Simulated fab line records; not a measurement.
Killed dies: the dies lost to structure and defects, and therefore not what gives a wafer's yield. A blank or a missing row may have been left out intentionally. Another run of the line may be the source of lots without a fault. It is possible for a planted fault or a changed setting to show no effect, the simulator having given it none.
8D (eight disciplines) problem report, filled in by code / flow nandHarc / the parts of the form that need people (team, actions taken, sign-off) are left out

## 1. THE ISSUE
NHARC_END_SORT_01, killedAtPeriphery: mean 658.0 over 1 wafer from 1 lot; wafers with no fault: 3.8, standard deviation 2.7. So: +99 or more standard deviations from the usual mean.
First observed at day 22 01:46: wafer L443.1, on prober-02. At this step, 18 wafers from 6 lots have a number in the record. The rule behind "out" and "out of limits": a value lying over 4 standard deviations away from the usual mean. All remaining wafers that have a number are taken as sound.

## 2. WHAT THIS IS AND IS NOT
question=which readings at this step | is=killedAtPeriphery, defectLimitedYield, killedDies, sort_bin_2_pct, sortNPass, sortRimYieldPct, sortYieldPct | is not=killedAtArray, killedAtOther, killedOpen, killedShort, sort_bin_3_pct, sort_bin_4_pct
question=which lots | is=L443 | is not=L431, L445, L447, L451, L453
question=which wafers of those lots | is=L443.1 | is not=L443.2, L443.4
question=read on which gauges | is=prober-02 | is not=prober-01
question=when | is=from day 22 01:46 | is not=up to then (3 sound wafers); but 14 sound wafers of L443, L445, L447, L451, L453 came after

## 3. THE SUSPECTS, EACH WITH WHAT RULES IT OUT
Counting: if a tool at a process step up to the reading ran every lot that is out, it stays a suspect. Sound lots after the first of them don't rule it out here, since some wafers of a struck lot are sound.
- the gauge at NHARC_END_SORT_01: kept. All the wafers that are out were read on prober-02, and no step on other tools shows them out.
- pvdSputter-03 at NHARC_P_BONDPAD_PVD_27 (deposits Cu, target thk 30 nm, time 20.49 s): kept. It ran the lot that is out, L443 (day 9 17:40).
- rieSi-05 at NHARC_THIN_TSV_ETCH_15 (target depth 3000 nm, bosch target overetch cycles 2, bosch etch step 2.8 s): kept. It ran the lot that is out, L443 (day 21 10:50).
- cmp-03 at NHARC_THIN_TSV_CMP_21 (polishes, t overpolish 30 s, target thk 2000 nm): kept. It ran the lot that is out, L443 (day 21 14:22); its last sound lot up to then is L431 (day 19 07:24).
Left after counting: pvdSputter-03 at NHARC_P_BONDPAD_PVD_27, rieSi-05 at NHARC_THIN_TSV_ETCH_15, cmp-03 at NHARC_THIN_TSV_CMP_21, prober-02 at NHARC_END_SORT_01.

## 4. THE CAUSE (what the simulator had put in)
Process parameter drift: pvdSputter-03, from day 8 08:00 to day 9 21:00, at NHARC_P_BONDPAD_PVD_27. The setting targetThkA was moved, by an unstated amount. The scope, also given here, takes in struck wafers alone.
Counting leaves 4 suspects; this tool is one of them.

## 5. THE EFFECT CHAIN, in route order
One row per reading whose mean, taken over the struck wafers that have a number, lies over 3 standard deviations from the usual. Readings are gone through only where the record gives a usual standard deviation; hours: the median, over the lots, of the time from a lot's start at the first step in this table giving one to that lot's start at this step; sigmas: the change measured in usual standard deviations.
hours=0; step=NHARC_END_SORT_01; reading=defectLimitedYield; usual=95.4 %; on struck wafers=0.0; change=-95.4; sigmas=-64
hours=0; step=NHARC_END_SORT_01; reading=killedAtPeriphery; usual=3.8; on struck wafers=658.0; change=+654.2; sigmas=+99 or more
hours=0; step=NHARC_END_SORT_01; reading=killedDies; usual=31; on struck wafers=677; change=+646; sigmas=+65
hours=0; step=NHARC_END_SORT_01; reading=sort_bin_2_pct; usual=1.4 %; on struck wafers=98.1; change=+96.7; sigmas=+99 or more
hours=0; step=NHARC_END_SORT_01; reading=sortNPass; usual=646; on struck wafers=0; change=-646; sigmas=-65
hours=0; step=NHARC_END_SORT_01; reading=sortRimYieldPct; usual=94 %; on struck wafers=0; change=-94; sigmas=-29
hours=0; step=NHARC_END_SORT_01; reading=sortYieldPct; usual=95.4 %; on struck wafers=0.0; change=-95.4; sigmas=-64

## 6. HOW IT WOULD HAVE BEEN CAUGHT EARLIER
In this record the first reading out of limits at a measuring or inspecting step was taken at day 22 01:46, 330 hours after the fault began at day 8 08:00.
An alarm limit of 4 standard deviations would not have fired on the tool readings at NHARC_P_BONDPAD_PVD_27 for which the record gives a usual standard deviation, since none of them was out on any struck wafer.
The start of NHARC_P_BONDPAD_PVD_27 on pvdSputter-03 came by day 22 01:46 for every one of the lots that are out (1). None of them would have been spared by holding the tool at that moment.
